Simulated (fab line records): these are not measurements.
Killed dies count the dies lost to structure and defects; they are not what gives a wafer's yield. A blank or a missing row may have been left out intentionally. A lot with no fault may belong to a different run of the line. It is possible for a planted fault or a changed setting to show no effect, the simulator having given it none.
A struck lot beside a sound one -- flow n5_finfet -- 19 steps out of a route of 1938
Sound: the wafers L293.1, L293.2, L293.5. Struck: wafer L302.1. (L302.5 of the same lot was not struck and is left out.) The cause comes at the end.
Order at every step that has rows: each side's tool, ch and its chambers, its first start. Under that, the readings that differ: sound wafers -- struck wafers -- difference of the means -- sigmas: that difference in standard deviations of wafers without a fault.
alike: words and numbers the same on both sides, and readings whose means are apart by under 2 such deviations; not compared: readings that were withheld, readings missing a value for some wafer, numbers with overlapping values and no deviation given by the record, and bounds like >300 which may hide the same value.
A row with sigmas, a row that says differs or no value, or rows on one side alone: a step with any of these is where the two part. Non-overlapping numbers with no deviation appear without sigmas and do not part them. A reading missing from all wafers of one side parts the sides only when that side holds two or more wafers.

first, 4 steps without rows for these wafers: N5_BEOL_M12_ETCH_68 (etches SOC in N2/H2, time 285 s); N5_BEOL_M12_STRIP_69 (strips in N2/H2); N5_BEOL_M12_TRENCH_ETCH_34 (etches SiOC in C4F8/O2/Ar, target depth 318.95 nm, time 125.5 s); N5_BEOL_M12_STRIP_70 (strips in C4F8/O2/Ar).
N5_BEOL_M12_OCD_MEAS_35:
  sound: ocd-01 at day 11 23:09; struck: ocd-01 at day 13 19:15
reading,sound,struck,difference,sigmas
trench_depth_nm (nm),327 323 326,313,-12,-3
N5_BEOL_M12_STRIP_37: strips in N2/H2.
  sound on plasma_asher-01 ch 0,1, day 11 23:11; struck on plasma_asher-01 ch 1, day 13 19:17
  alike: drypump_motor_current_A, heater_power_w, oes_product_au
  not compared: rf_hours_counter_h
N5_BEOL_M12_ETCH_38: etches SiCN in CF4/N2, target depth 68.7 nm, time 73.4 s.
  sound on rie_diel-02 ch 0,1,3, day 12 01:44; struck on rie_diel-01 ch 0, day 13 20:32
  alike: drypump_motor_current_A, oes_product_au, rf_vpp_V, showerhead_plenum_p_Torr, throttle_valve_pct
  not compared: rf_hours_counter_h
then, 2 steps without rows for these wafers: N5_BEOL_M12_PRECLEAN_39 (cleans in residue remover, time 60 s); N5_BEOL_M12_SRD_40 (time 30 s, dry time 30 s).
N5_BEOL_M12_DEGAS_41: time 60 s.
  sound: pvd_sputter-02 at day 12 01:58; struck: pvd_sputter-02 at day 13 21:12
  alike: heater_power_w
N5_BEOL_M12_PRE_CLEAN_42: time 30 s.
  sound: pvd_sputter-02 at day 12 02:00; struck: pvd_sputter-02 at day 13 21:14
  alike: heater_power_w
then, 1 step without rows for these wafers: N5_BEOL_M12_SPUTTER_43 (material TaN, target thk 15 nm, time 24.19 s).
N5_BEOL_M12_SPUTTER_44: material Ta, target thk 10 nm, time 16.13 s.
  sound: pvd_sputter-02 at day 12 02:07; struck: pvd_sputter-02 at day 13 21:22
reading,sound,struck,difference,sigmas
model.Ta_of_BEOL_M12_SPUTTER_44.thk_nm (nm),10.2 10 10,4.4,-5.7,
  alike: throttle_valve_pct
then, 2 steps without rows for these wafers: N5_BEOL_M12_SPUTTER_45 (material Cu, target thk 80 nm, time 13.33 s); N5_BEOL_M12_ECD_47 (material Cu, target thk 720 nm).
N5_BEOL_M12_ANNEAL_48: time 90 s.
  sound on rtp_anneal-01 ch 0, day 12 02:35; struck on rtp_anneal-02 ch 0, day 13 21:47
  alike: anneal_temp_c_max, wafer_temp_C_max
N5_BEOL_M12_CMP_49: polishes, stops on SiOC, t overpolish 20.6 s, target thk 320 nm.
  sound on cmp-01 ch 1,2, day 12 02:53; struck on cmp-04 ch 3, day 13 22:10
reading,sound,struck,difference,sigmas
barrier_field_endpoint_s (s),30.7 30.0 30.1,23.1,-7.2,-11
  alike: motor_current_A
N5_BEOL_M12_THK_MEAS_50: measures by xrf.
  sound: film_metro-01 at day 12 03:11; struck: film_metro-01 at day 13 22:24
  alike: M12_THK
N5_PASSIVATION_PROBE_49:
  the record has rows for the struck wafers here (prober-01, day 15 04:33) and none for the sound ones

## WHERE THEY PART
Earliest at N5_BEOL_M12_OCD_MEAS_35; latest, in this record, at N5_PASSIVATION_PROBE_49.

WHY: what the simulator had put in
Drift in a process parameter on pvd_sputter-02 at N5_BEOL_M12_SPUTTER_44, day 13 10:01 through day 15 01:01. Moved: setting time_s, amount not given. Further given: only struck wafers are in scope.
